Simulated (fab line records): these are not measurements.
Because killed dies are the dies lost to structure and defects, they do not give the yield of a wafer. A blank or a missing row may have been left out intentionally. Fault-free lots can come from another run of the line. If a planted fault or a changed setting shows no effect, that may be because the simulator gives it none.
Which of the tools did it? -- flow nand harc -- 72 wafers from 24 lots sampled at 6 of the route's 1159 steps

WHAT THE GAUGES SHOWED, per wafer
The record holds no reading of a measuring or inspecting step that can be judged against a usual standard deviation.

WHICH TOOL RAN EACH LOT (tool, then ch and the chambers of the sampled wafers, then the start)
lot,NHARC_A_STAIRCASE_TRIM_222,NHARC_A_STAIRCASE_TRIM_229,NHARC_A_STAIRCASE_STRIP_295,NHARC_A_STAIRCASE_ETCH_315,NHARC_A_STAIRCASE_ALD_415,NHARC_A_STAIRCASE_ALD_420
L074,"rie diel-07 ch 0,1,2, day 11 01:44 or earlier","rie diel-01 ch 0,2,3, day 11 01:44","rie diel-07 ch 0,2,3, day 11 17:38 or earlier","rie diel-07 ch 0,1,3, day 11 17:38 or earlier","ald hk-03 ch 0,2,3, day 11 17:38","ald hk-03 ch 0,1,2, day 11 21:11"
L075,"rie diel-01 ch 0,2,3, day 11 19:11 or earlier","rie diel-01 ch 0,1,3, day 11 19:11","rie diel-07 ch 1,2,3, day 12 13:11 or earlier","rie diel-07 ch 1,3, day 12 13:11 or earlier","ald hk-03 ch 0,2,3, day 12 13:11","ald hk-01 ch 1,2,3, day 12 19:23"
L077,"rie diel-11 ch 0,1,2, day 11 19:23 or earlier","rie diel-11 ch 0,1,3, day 11 19:23","rie diel-11 ch 0,2,3, day 12 12:46 or earlier","rie diel-11 ch 1,3, day 12 12:46 or earlier","ald hk-04 ch 0,1,3, day 12 12:46","ald hk-04 ch 0,1,2, day 12 19:07"
L079,"rie diel-01 ch 0,2,3, day 11 23:22 or earlier","rie diel-01 ch 0,2, day 11 23:22","rie diel-11 ch 2,3, day 12 18:27 or earlier","rie diel-01 ch 0,1, day 12 18:27 or earlier","ald hk-01 ch 0,1,3, day 12 18:27","ald hk-01 ch 1,3, day 13 00:02"
L076,"rie diel-07 ch 0,3, day 11 23:28 or earlier","rie diel-07 ch 2,3, day 11 23:28","rie diel-07 ch 0,3, day 12 14:58 or earlier","rie diel-01 ch 1,2,3, day 12 14:58 or earlier","ald hk-04 ch 2,3, day 12 14:58","ald hk-03 ch 0,1, day 12 18:58"
L078,"rie diel-01 ch 1,2, day 12 04:28 or earlier","rie diel-01 ch 1,2,3, day 12 04:28","rie diel-11 ch 0,2,3, day 12 20:59 or earlier","rie diel-07 ch 0,1, day 12 20:59 or earlier","ald hk-01 ch 0,1, day 12 20:59","ald hk-04 ch 0,3, day 13 02:51"
L080,"rie diel-07 ch 0,1,3, day 12 06:15 or earlier","rie diel-01 ch 1,2,3, day 12 06:15","rie diel-01 ch 1,2,3, day 12 22:31 or earlier","rie diel-07 ch 1,2,3, day 12 22:31 or earlier","ald hk-01 ch 2,3, day 12 22:31","ald hk-01 ch 0,2,3, day 13 03:10"
L082,"rie diel-11 ch 0,2,3, day 13 06:18 or earlier","rie diel-11 ch 0,1,2, day 13 06:18","rie diel-01 ch 1,2,3, day 14 00:22 or earlier","rie diel-01 ch 1,2,3, day 14 00:22 or earlier","ald hk-01 ch 0,1,3, day 14 00:22","ald hk-04 ch 1,2, day 14 07:56"
L081,"rie diel-11 ch 0,1,3, day 13 06:22 or earlier","rie diel-07 ch 0,3, day 13 06:22","rie diel-11 ch 1,2,3, day 14 01:46 or earlier","rie diel-11 ch 0,1, day 14 01:46 or earlier","ald hk-01 ch 0,1,3, day 14 01:46","ald hk-01 ch 2,3, day 14 08:30"
L084,"rie diel-01 ch 1,2,3, day 13 19:19 or earlier","rie diel-07 ch 1,2, day 13 19:19","rie diel-11 ch 0,1, day 14 10:54 or earlier","rie diel-11 ch 0,1,2, day 14 10:54 or earlier","ald hk-04 ch 2,3, day 14 10:54","ald hk-04 ch 1,2,3, day 14 16:40"
L083,"rie diel-11 ch 0,3, day 13 19:51 or earlier","rie diel-01 ch 1,2,3, day 13 19:51","rie diel-07 ch 1,2,3, day 14 10:41 or earlier","rie diel-07 ch 0,1,2, day 14 10:41 or earlier","ald hk-01 ch 1,2,3, day 14 10:41","ald hk-01 ch 0,1, day 14 16:53"
L085,"rie diel-11 ch 0,1,3, day 14 00:10 or earlier","rie diel-01 ch 0,2,3, day 14 00:10","rie diel-11 ch 1,2,3, day 14 15:44 or earlier","rie diel-01 ch 0,2,3, day 14 15:44 or earlier","ald hk-01 ch 0,1,3, day 14 15:44","ald hk-01 ch 0,1,2, day 14 21:34"
L086,"rie diel-11 ch 1,2,3, day 14 22:53 or earlier","rie diel-11 ch 1,2,3, day 14 22:53","rie diel-07 ch 1,3, day 15 13:50 or earlier","rie diel-07 ch 1,2,3, day 15 13:50 or earlier","ald hk-01 ch 0,1,2, day 15 13:50","ald hk-01 ch 1,2,3, day 15 19:49"
L087,"rie diel-07 ch 0,1,2, day 14 23:07 or earlier","rie diel-11 ch 0,1,3, day 14 23:07","rie diel-01 ch 0,2,3, day 15 14:55 or earlier","rie diel-11 ch 0,1,3, day 15 14:55 or earlier","ald hk-04 ch 0,2,3, day 15 14:55","ald hk-04 ch 0,1,3, day 15 19:50"
L089,"rie diel-11 ch 0,3, day 15 04:07 or earlier","rie diel-11 ch 0,2,3, day 15 04:07","rie diel-01 ch 0,2,3, day 15 21:06 or earlier","rie diel-01 ch 1,2,3, day 15 21:06 or earlier","ald hk-03 ch 1,2,3, day 15 21:06","ald hk-04 ch 0,1,3, day 16 03:13"
L088,"rie diel-07 ch 1,2, day 15 04:57 or earlier","rie diel-11 ch 2,3, day 15 04:57","rie diel-07 ch 0,2,3, day 15 21:20 or earlier","rie diel-07 ch 2,3, day 15 21:20 or earlier","ald hk-01 ch 0,1, day 15 21:20","ald hk-01 ch 1,2,3, day 16 03:13"
L090,"rie diel-01 ch 0,2,3, day 15 13:43 or earlier","rie diel-01 ch 0,2,3, day 15 13:43","rie diel-01 ch 0,2,3, day 16 11:35 or earlier","rie diel-01 ch 0,2,3, day 16 11:35 or earlier","ald hk-01 ch 0,1,2, day 16 11:35","ald hk-04 ch 0,1,2, day 16 19:09"
L092,"rie diel-07 ch 0,1,2, day 15 19:19 or earlier","rie diel-01 ch 1,2, day 15 19:19","rie diel-07 ch 0,1,2, day 16 16:35 or earlier","rie diel-01 ch 1,2,3, day 16 16:35 or earlier","ald hk-03 ch 1,2,3, day 16 16:35","ald hk-04 ch 0,2,3, day 16 22:11"
L091,"rie diel-11 ch 1,2,3, day 15 21:10 or earlier","rie diel-07 ch 1,2,3, day 15 21:10","rie diel-01 ch 0,1,2, day 16 17:35 or earlier","rie diel-07 ch 0,2,3, day 16 17:35 or earlier","ald hk-01 ch 1,2,3, day 16 17:35","ald hk-03 ch 0,1,2, day 16 22:11"
L093,"rie diel-11 ch 0,1,2, day 16 02:01 or earlier","rie diel-11 ch 1,2,3, day 16 02:01","rie diel-01 ch 0,1, day 16 21:06 or earlier","rie diel-07 ch 1,2,3, day 16 21:06 or earlier","ald hk-03 ch 0,1,2, day 16 21:06","ald hk-01 ch 0,1,2, day 17 02:43"
L094,"rie diel-07 ch 0,1,3, day 16 05:14 or earlier","rie diel-01 ch 0,3, day 16 05:14","rie diel-01 ch 0,1, day 17 04:58 or earlier","rie diel-07 ch 0,3, day 17 04:58 or earlier","ald hk-03 ch 1,2,3, day 17 04:58","ald hk-04 ch 0,1,3, day 17 10:50"
L095,"rie diel-07 ch 0,1,3, day 16 09:37 or earlier","rie diel-01 ch 0,1,3, day 16 09:37","rie diel-11 ch 0,2, day 17 04:38 or earlier","rie diel-01 ch 0,3, day 17 04:38 or earlier","ald hk-01 ch 0,1,3, day 17 04:38","ald hk-03 ch 0,2, day 17 11:00"
L096,"rie diel-01 ch 0,2,3, day 16 10:49 or earlier","rie diel-07 ch 0,1,3, day 16 10:49","rie diel-07 ch 0,3, day 17 05:44 or earlier","rie diel-07 ch 0,1, day 17 05:44 or earlier","ald hk-04 ch 0,1, day 17 05:44","ald hk-01 ch 0,2,3, day 17 11:10"
L097,"rie diel-07 ch 0,1,3, day 16 14:38 or earlier","rie diel-01 ch 0,2,3, day 16 14:38","rie diel-07 ch 0,1,3, day 17 07:49 or earlier","rie diel-07 ch 0,1,2, day 17 07:49 or earlier","ald hk-03 ch 1,2,3, day 17 07:49","ald hk-03 ch 0,1,3, day 17 13:59"
- NHARC_A_STAIRCASE_TRIM_222: chemistry O2, time 211.2 s.
- NHARC_A_STAIRCASE_TRIM_229: chemistry O2, time 211.2 s.
- NHARC_A_STAIRCASE_STRIP_295: strips in O2.
- NHARC_A_STAIRCASE_ETCH_315: etches the open film in C4F8/O2/Ar, target depth 2500 nm, time 607.1 s.
- NHARC_A_STAIRCASE_ALD_415: deposits SiO2, target thk 30 nm, pulse time 6 s, ald cycles 300.
- NHARC_A_STAIRCASE_ALD_420: deposits SiO2, target thk 20 nm, pulse time 6 s, ald cycles 200.

WHAT THE TOOLS THEMSELVES READ (means of the sampled wafers that have a number; where no wafer has one, the mark that the record gives instead)
NHARC_A_STAIRCASE_TRIM_222.
lot,tool,drypump motor current A (A),oes product au (a.u.),rf vpp V (V),showerhead plenum p Torr (Torr),throttle valve pct (%)
L074,rie diel-07,6.1,1.012,57.9,3.48,17.044
L075,rie diel-01,5.7,1.009,57.5,3.38,17.034
L077,rie diel-11,5.4,0.995,57.3,3.45,17.040
L079,rie diel-01,5.7,1.011,57.0,3.38,17.033
L076,rie diel-07,5.3,1.009,58.0,3.46,17.041
L078,rie diel-01,5.4,1.021,58.2,3.53,17.040
L080,rie diel-07,5.7,1.002,57.1,3.57,17.033
L082,rie diel-11,5.5,0.997,57.3,3.45,17.038
L081,rie diel-11,5.6,0.996,57.9,3.44,17.035
L084,rie diel-01,5.3,1.016,56.8,3.46,17.037
L083,rie diel-11,5.8,0.992,58.2,3.52,17.047
L085,rie diel-11,5.5,1.008,57.9,3.44,17.036
L086,rie diel-11,5.3,1.009,57.6,3.36,17.033
L087,rie diel-07,6.2,1.008,58.1,3.46,17.046
L089,rie diel-11,5.7,1.005,57.3,3.44,17.039
L088,rie diel-07,6.6,1.000,57.2,3.52,17.034
L090,rie diel-01,5.7,1.002,56.9,3.37,17.037
L092,rie diel-07,6.1,1.000,57.7,3.46,17.030
L091,rie diel-11,5.2,1.005,56.9,3.36,17.033
L093,rie diel-11,5.4,0.995,57.1,3.43,17.034
L094,rie diel-07,5.7,1.006,57.1,3.55,17.045
L095,rie diel-07,5.7,1.003,58.0,3.55,17.036
L096,rie diel-01,5.7,1.009,58.2,3.36,17.043
L097,rie diel-07,5.7,1.001,57.9,3.55,17.032

NHARC_A_STAIRCASE_TRIM_229.
lot,tool,drypump motor current A (A),oes product au (a.u.),rf vpp V (V),showerhead plenum p Torr (Torr),throttle valve pct (%)
L074,rie diel-01,5.7,1.005,57.0,3.38,17.032
L075,rie diel-01,5.6,1.008,57.4,3.45,17.030
L077,rie diel-11,5.5,1.009,57.8,3.45,17.038
L079,rie diel-01,6.0,1.006,57.8,3.37,17.029
L076,rie diel-07,6.3,0.997,58.0,3.58,17.042
L078,rie diel-01,5.3,1.011,57.5,3.47,17.035
L080,rie diel-01,5.3,1.018,56.9,3.47,17.032
L082,rie diel-11,5.4,0.987,57.6,3.44,17.029
L081,rie diel-07,5.4,1.003,58.2,3.61,17.036
L084,rie diel-07,6.5,1.008,57.5,3.59,17.041
L083,rie diel-01,5.3,1.022,56.8,3.46,17.041
L085,rie diel-01,5.8,1.004,57.5,3.37,17.031
L086,rie diel-11,5.2,1.014,57.9,3.36,17.038
L087,rie diel-11,5.5,1.003,57.6,3.43,17.043
L089,rie diel-11,5.5,0.991,57.4,3.44,17.044
L088,rie diel-11,5.2,1.014,56.6,3.37,17.043
L090,rie diel-01,5.7,1.003,57.3,3.37,17.031
L092,rie diel-01,5.5,1.011,57.3,3.46,17.029
L091,rie diel-07,6.2,0.993,57.8,3.62,17.030
L093,rie diel-11,5.2,1.005,56.4,3.35,17.029
L094,rie diel-01,6.0,1.000,57.6,3.34,17.033
L095,rie diel-01,5.6,1.000,57.3,3.43,17.040
L096,rie diel-07,5.7,1.002,58.1,3.55,17.038
L097,rie diel-01,5.7,1.001,57.9,3.36,17.039

NHARC_A_STAIRCASE_STRIP_295.
lot,tool,drypump motor current A (A),oes product au (a.u.),rf vpp V (V),showerhead plenum p Torr (Torr),throttle valve pct (%)
L074,rie diel-07,5.8,0.998,57.9,3.52,17.026
L075,rie diel-07,6.1,1.007,57.5,3.63,17.033
L077,rie diel-11,5.5,1.000,57.5,3.46,17.023
L079,rie diel-11,5.3,1.001,57.2,3.38,17.039
L076,rie diel-07,5.4,1.008,57.9,3.61,17.044
L078,rie diel-11,5.5,0.995,57.5,3.46,17.042
L080,rie diel-01,5.3,1.012,57.6,3.47,17.036
L082,rie diel-01,5.3,1.016,57.5,3.47,17.037
L081,rie diel-11,5.2,0.996,58.0,3.37,17.038
L084,rie diel-11,5.4,1.001,57.2,3.43,17.032
L083,rie diel-07,6.2,1.005,57.7,3.63,17.038
L085,rie diel-11,5.2,1.000,56.3,3.36,17.048
L086,rie diel-07,5.7,1.002,57.4,3.72,17.032
L087,rie diel-01,5.7,1.002,57.7,3.37,17.029
L089,rie diel-01,5.7,1.004,57.7,3.37,17.029
L088,rie diel-07,5.8,1.003,57.4,3.51,17.040
L090,rie diel-01,5.7,1.002,58.0,3.37,17.027
L092,rie diel-07,6.2,1.006,57.2,3.46,17.039
L091,rie diel-01,5.8,1.013,57.6,3.42,17.046
L093,rie diel-01,6.2,1.003,57.9,3.39,17.036
L094,rie diel-01,5.7,1.004,57.5,3.49,17.032
L095,rie diel-11,5.7,0.994,57.1,3.51,17.037
L096,rie diel-07,5.3,1.011,58.2,3.44,17.034
L097,rie diel-07,5.7,1.001,58.0,3.55,17.041

NHARC_A_STAIRCASE_ETCH_315.
lot,tool,oes product au (a.u.),rf vpp V (V)
L074,rie diel-07,0.938,1830
L075,rie diel-07,0.935,1841
L077,rie diel-11,0.930,1814
L079,rie diel-01,0.936,1826
L076,rie diel-01,0.945,1821
L078,rie diel-07,0.948,1818
L080,rie diel-07,0.938,1834
L082,rie diel-01,0.948,1823
L081,rie diel-11,0.920,1819
L084,rie diel-11,0.922,1820
L083,rie diel-07,0.932,1823
L085,rie diel-01,0.943,1816
L086,rie diel-07,0.930,1833
L087,rie diel-11,0.926,1819
L089,rie diel-01,0.929,1822
L088,rie diel-07,0.913,1830
L090,rie diel-01,0.931,1814
L092,rie diel-01,0.929,1822
L091,rie diel-07,0.932,1824
L093,rie diel-07,0.933,1833
L094,rie diel-07,0.929,1831
L095,rie diel-01,0.934,1815
L096,rie diel-07,0.941,1825
L097,rie diel-07,0.937,1821

NHARC_A_STAIRCASE_ALD_415.
lot,tool,heater power w (W),precursor pulse height rel
L074,ald hk-03,516,1.007
L075,ald hk-03,517,0.979
L077,ald hk-04,487,1.010
L079,ald hk-01,449,0.995
L076,ald hk-04,515,0.994
L078,ald hk-01,418,0.996
L080,ald hk-01,434,1.020
L082,ald hk-01,457,1.013
L081,ald hk-01,455,0.997
L084,ald hk-04,509,0.988
L083,ald hk-01,418,1.009
L085,ald hk-01,458,1.000
L086,ald hk-01,444,0.985
L087,ald hk-04,490,1.000
L089,ald hk-03,455,0.991
L088,ald hk-01,433,1.005
L090,ald hk-01,451,0.991
L092,ald hk-03,463,0.974
L091,ald hk-01,426,1.008
L093,ald hk-03,504,0.994
L094,ald hk-03,468,1.011
L095,ald hk-01,457,1.005
L096,ald hk-04,434,0.988
L097,ald hk-03,469,0.990

NHARC_A_STAIRCASE_ALD_420.
lot,tool,heater power w (W),precursor pulse height rel
L074,ald hk-03,499,0.979
L075,ald hk-01,419,0.999
L077,ald hk-04,460,0.986
L079,ald hk-01,406,1.023
L076,ald hk-03,546,1.021
L078,ald hk-04,531,1.013
L080,ald hk-01,465,0.990
L082,ald hk-04,463,1.011
L081,ald hk-01,443,1.006
L084,ald hk-04,504,0.996
L083,ald hk-01,485,1.015
L085,ald hk-01,452,0.998
L086,ald hk-01,427,0.989
L087,ald hk-04,487,1.017
L089,ald hk-04,486,0.988
L088,ald hk-01,424,0.995
L090,ald hk-04,443,1.000
L092,ald hk-04,478,1.001
L091,ald hk-03,499,1.008
L093,ald hk-01,449,0.988
L094,ald hk-04,485,1.006
L095,ald hk-03,539,0.971
L096,ald hk-01,470,0.997
L097,ald hk-03,505,0.991

THE ANSWER, worked out from the rows above alone
Rule: the usual values come from the lots themselves. Put in order of their means at a reading, lots are off if they are a third of the lots or fewer, leave a main group of 4 or more, and stand apart from it by a gap of 3 or more times the standard deviation of the main group's means; of several such gaps the widest counts. A main group whose means are all the same, to the digits that the tables above print for the reading, isn't used. Also off: a lot with no number at a reading for which 4 or more lots have one. Any other lot the step has rows for is counted as sound. The gauges are gone through in route order, then the tools' own readings, and for those a lot's mean is taken as printed above. The first step at which some lot is off is used, and at that step the reading that is off furthest; a lot without a number counts as furthest.
No lot is off at any reading shown: from this, nothing can be told.

WHAT HAD BEEN PUT IN BY THE SIMULATOR
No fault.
